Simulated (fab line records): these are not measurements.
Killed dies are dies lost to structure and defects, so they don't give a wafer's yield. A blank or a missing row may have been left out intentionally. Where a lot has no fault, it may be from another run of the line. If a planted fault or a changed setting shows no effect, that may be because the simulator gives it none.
Lot-split experiment / flow n5Finfet / 39 wafers read across 7 lots, on a route 1938 steps long

== ABOUT THE SPLIT ==
At N5_BEOL_M7_DEP_56 (deposits SiCN from 3MS/NH3, target thk 10 nm, time 17.5 s), the setting targetThkA was moved away from the recipe's 100 angstrom on 9 of the 39 wafers read, by +18.5% to +35.1%. All remaining wafers had this setting at the recipe value.

The reading is taken at the split's own step.

== THE READING ==
SiCN_of_BEOL_M7_DEP_56.thkNm (the simulator's own value, which no gauge read), in nm, at N5_BEOL_M7_DEP_56 (deposits SiCN from 3MS/NH3, target thk 10 nm, time 17.5 s). There is no usual value for it anywhere in the file. Average 9.9 nm, standard deviation 0.16 nm, over the 30 wafers here run with the recipe.

wafer=L078.1; tool, chamber at the split=pecvd-01, 2; targetThkA as run, angstrom=100; against the recipe=recipe; SiCN_of_BEOL_M7_DEP_56.thkNm, nm=9.6; against lot-mates on the recipe=-
wafer=L078.3; tool, chamber at the split=pecvd-01, 2; targetThkA as run, angstrom=100; against the recipe=recipe; SiCN_of_BEOL_M7_DEP_56.thkNm, nm=9.8; against lot-mates on the recipe=-
wafer=L078.6; tool, chamber at the split=pecvd-01, 2; targetThkA as run, angstrom=100; against the recipe=recipe; SiCN_of_BEOL_M7_DEP_56.thkNm, nm=9.8; against lot-mates on the recipe=-
wafer=L076.1; tool, chamber at the split=pecvd-04, 0; targetThkA as run, angstrom=100; against the recipe=recipe; SiCN_of_BEOL_M7_DEP_56.thkNm, nm=9.8; against lot-mates on the recipe=-
wafer=L076.2; tool, chamber at the split=pecvd-04, 2,1; targetThkA as run, angstrom=100; against the recipe=recipe; SiCN_of_BEOL_M7_DEP_56.thkNm, nm=10; against lot-mates on the recipe=-
wafer=L076.3; tool, chamber at the split=pecvd-04, 2,1; targetThkA as run, angstrom=100; against the recipe=recipe; SiCN_of_BEOL_M7_DEP_56.thkNm, nm=10; against lot-mates on the recipe=-
wafer=L076.4; tool, chamber at the split=pecvd-04, 1,0,2; targetThkA as run, angstrom=135.1; against the recipe=+35.1%; SiCN_of_BEOL_M7_DEP_56.thkNm, nm=13.6; against lot-mates on the recipe=+3.7
wafer=L076.5; tool, chamber at the split=pecvd-04, 1,0,2; targetThkA as run, angstrom=135.1; against the recipe=+35.1%; SiCN_of_BEOL_M7_DEP_56.thkNm, nm=13.6; against lot-mates on the recipe=+3.7
wafer=L076.6; tool, chamber at the split=pecvd-04, 1,0,2; targetThkA as run, angstrom=135.1; against the recipe=+35.1%; SiCN_of_BEOL_M7_DEP_56.thkNm, nm=13.6; against lot-mates on the recipe=+3.7
wafer=L079.1; tool, chamber at the split=pecvd-04, 1; targetThkA as run, angstrom=100; against the recipe=recipe; SiCN_of_BEOL_M7_DEP_56.thkNm, nm=9.8; against lot-mates on the recipe=-
wafer=L079.2; tool, chamber at the split=pecvd-04, 2,0; targetThkA as run, angstrom=100; against the recipe=recipe; SiCN_of_BEOL_M7_DEP_56.thkNm, nm=10; against lot-mates on the recipe=-
wafer=L079.3; tool, chamber at the split=pecvd-04, 2,0; targetThkA as run, angstrom=100; against the recipe=recipe; SiCN_of_BEOL_M7_DEP_56.thkNm, nm=10; against lot-mates on the recipe=-
wafer=L079.4; tool, chamber at the split=pecvd-04, 1,0; targetThkA as run, angstrom=118.5; against the recipe=+18.5%; SiCN_of_BEOL_M7_DEP_56.thkNm, nm=11.8; against lot-mates on the recipe=+1.9
wafer=L079.5; tool, chamber at the split=pecvd-04, 1,0; targetThkA as run, angstrom=118.5; against the recipe=+18.5%; SiCN_of_BEOL_M7_DEP_56.thkNm, nm=11.8; against lot-mates on the recipe=+1.9
wafer=L079.6; tool, chamber at the split=pecvd-04, 2; targetThkA as run, angstrom=118.5; against the recipe=+18.5%; SiCN_of_BEOL_M7_DEP_56.thkNm, nm=12; against lot-mates on the recipe=+2.1
wafer=L090.1; tool, chamber at the split=pecvd-02, 1; targetThkA as run, angstrom=126.9; against the recipe=+26.9%; SiCN_of_BEOL_M7_DEP_56.thkNm, nm=12.4; against lot-mates on the recipe=+2.6
wafer=L090.2; tool, chamber at the split=pecvd-02, 0,2,1; targetThkA as run, angstrom=100; against the recipe=recipe; SiCN_of_BEOL_M7_DEP_56.thkNm, nm=9.8; against lot-mates on the recipe=-
wafer=L090.3; tool, chamber at the split=pecvd-02, 0,2,1; targetThkA as run, angstrom=100; against the recipe=recipe; SiCN_of_BEOL_M7_DEP_56.thkNm, nm=9.8; against lot-mates on the recipe=-
wafer=L090.4; tool, chamber at the split=pecvd-02, 0,2,1; targetThkA as run, angstrom=100; against the recipe=recipe; SiCN_of_BEOL_M7_DEP_56.thkNm, nm=9.8; against lot-mates on the recipe=-
wafer=L090.5; tool, chamber at the split=pecvd-02, 2,0; targetThkA as run, angstrom=126.9; against the recipe=+26.9%; SiCN_of_BEOL_M7_DEP_56.thkNm, nm=12.8; against lot-mates on the recipe=+3.0
wafer=L090.6; tool, chamber at the split=pecvd-02, 2,0; targetThkA as run, angstrom=126.9; against the recipe=+26.9%; SiCN_of_BEOL_M7_DEP_56.thkNm, nm=12.8; against lot-mates on the recipe=+3.0
wafer=L087.1; tool, chamber at the split=pecvd-02, 2,0,1; targetThkA as run, angstrom=100; against the recipe=recipe; SiCN_of_BEOL_M7_DEP_56.thkNm, nm=10; against lot-mates on the recipe=-
wafer=L087.2; tool, chamber at the split=pecvd-02, 2,0,1; targetThkA as run, angstrom=100; against the recipe=recipe; SiCN_of_BEOL_M7_DEP_56.thkNm, nm=10; against lot-mates on the recipe=-
wafer=L087.3; tool, chamber at the split=pecvd-02, 2,0,1; targetThkA as run, angstrom=100; against the recipe=recipe; SiCN_of_BEOL_M7_DEP_56.thkNm, nm=10; against lot-mates on the recipe=-
wafer=L087.4; tool, chamber at the split=pecvd-02, 2; targetThkA as run, angstrom=100; against the recipe=recipe; SiCN_of_BEOL_M7_DEP_56.thkNm, nm=9.8; against lot-mates on the recipe=-
wafer=L087.5; tool, chamber at the split=pecvd-02, 0,1; targetThkA as run, angstrom=100; against the recipe=recipe; SiCN_of_BEOL_M7_DEP_56.thkNm, nm=10.2; against lot-mates on the recipe=-
wafer=L087.6; tool, chamber at the split=pecvd-02, 0,1; targetThkA as run, angstrom=100; against the recipe=recipe; SiCN_of_BEOL_M7_DEP_56.thkNm, nm=10.2; against lot-mates on the recipe=-
wafer=L094.1; tool, chamber at the split=pecvd-02, 1,0,2,1; targetThkA as run, angstrom=100; against the recipe=recipe; SiCN_of_BEOL_M7_DEP_56.thkNm, nm=10; against lot-mates on the recipe=-
wafer=L094.4; tool, chamber at the split=pecvd-02, 1,0,2,1; targetThkA as run, angstrom=100; against the recipe=recipe; SiCN_of_BEOL_M7_DEP_56.thkNm, nm=10; against lot-mates on the recipe=-
wafer=L094.5; tool, chamber at the split=pecvd-02, 1,0,2,1; targetThkA as run, angstrom=100; against the recipe=recipe; SiCN_of_BEOL_M7_DEP_56.thkNm, nm=10; against lot-mates on the recipe=-
wafer=L094.6; tool, chamber at the split=pecvd-02, 1,0,2,1; targetThkA as run, angstrom=100; against the recipe=recipe; SiCN_of_BEOL_M7_DEP_56.thkNm, nm=10; against lot-mates on the recipe=-
wafer=L094.2; tool, chamber at the split=pecvd-02, 2,0; targetThkA as run, angstrom=100; against the recipe=recipe; SiCN_of_BEOL_M7_DEP_56.thkNm, nm=9.8; against lot-mates on the recipe=-
wafer=L094.3; tool, chamber at the split=pecvd-02, 2,0; targetThkA as run, angstrom=100; against the recipe=recipe; SiCN_of_BEOL_M7_DEP_56.thkNm, nm=9.8; against lot-mates on the recipe=-
wafer=L097.1; tool, chamber at the split=pecvd-02, 1,0,0; targetThkA as run, angstrom=100; against the recipe=recipe; SiCN_of_BEOL_M7_DEP_56.thkNm, nm=10; against lot-mates on the recipe=-
wafer=L097.2; tool, chamber at the split=pecvd-02, 1,0,0; targetThkA as run, angstrom=100; against the recipe=recipe; SiCN_of_BEOL_M7_DEP_56.thkNm, nm=10; against lot-mates on the recipe=-
wafer=L097.6; tool, chamber at the split=pecvd-02, 1,0,0; targetThkA as run, angstrom=100; against the recipe=recipe; SiCN_of_BEOL_M7_DEP_56.thkNm, nm=10; against lot-mates on the recipe=-
wafer=L097.3; tool, chamber at the split=pecvd-02, 2; targetThkA as run, angstrom=100; against the recipe=recipe; SiCN_of_BEOL_M7_DEP_56.thkNm, nm=9.6; against lot-mates on the recipe=-
wafer=L097.4; tool, chamber at the split=pecvd-02, 1,2; targetThkA as run, angstrom=100; against the recipe=recipe; SiCN_of_BEOL_M7_DEP_56.thkNm, nm=10.2; against lot-mates on the recipe=-
wafer=L097.5; tool, chamber at the split=pecvd-02, 1,2; targetThkA as run, angstrom=100; against the recipe=recipe; SiCN_of_BEOL_M7_DEP_56.thkNm, nm=10.2; against lot-mates on the recipe=-
If several chambers appear in one row, that row covers several wafers at once and the file leaves open which wafer was in which chamber.

THE FIT
A straight line over all 39 wafers: SiCN_of_BEOL_M7_DEP_56.thkNm changes by +0.104 nm for each +1% of targetThkA; r = +0.99; the points scatter about the line by 0.16 nm.
The same after taking each lot's own level away (the mean of its wafers on the recipe; 39 wafers): +0.105 nm for each +1%; r = +0.99; scatter 0.13 nm.
On that fit, the largest move of targetThkA shifts the reading by 3.7 nm.
From 9.73 to 10.03 nm: that is the span of the lots' own levels, equal to 1.9 times the standard deviation above.
So the lot-to-lot level changes the slope little: the two slopes agree.
Check: for one of the wafers moved furthest among these (+35.1%), held out of the fit, the line's prediction against its lot-mates is +3.7 nm. Against them it came out at +3.67 nm.

== FURTHER SPLITS ON THESE WAFERS ==
These wafers also went through other splits before the reading. Each is held against what the fit with the lots' levels taken away leaves over:
other split on the same wafers=N5_BEOL_M2_ILD_DEP_00 targetThkA; wafers away from the commonest value=9; r with SiCN_of_BEOL_M7_DEP_56.thkNm (lot level and that fit taken away)=-0.15
other split on the same wafers=N5_BEOL_M2_DEP_57 targetThkA; wafers away from the commonest value=15; r with SiCN_of_BEOL_M7_DEP_56.thkNm (lot level and that fit taken away)=-0.12
other split on the same wafers=N5_BEOL_M4_DEP_57 timeS; wafers away from the commonest value=15; r with SiCN_of_BEOL_M7_DEP_56.thkNm (lot level and that fit taken away)=+0.19
other split on the same wafers=N5_BEOL_M6_TRENCH_ETCH_37 timeS; wafers away from the commonest value=9; r with SiCN_of_BEOL_M7_DEP_56.thkNm (lot level and that fit taken away)=-0.23

== THE FILE'S OWN FIT ==
SiCN_of_BEOL_M7_DEP_56.thkNm changes by +0.105 nm for each +1% of targetThkA, r = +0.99.
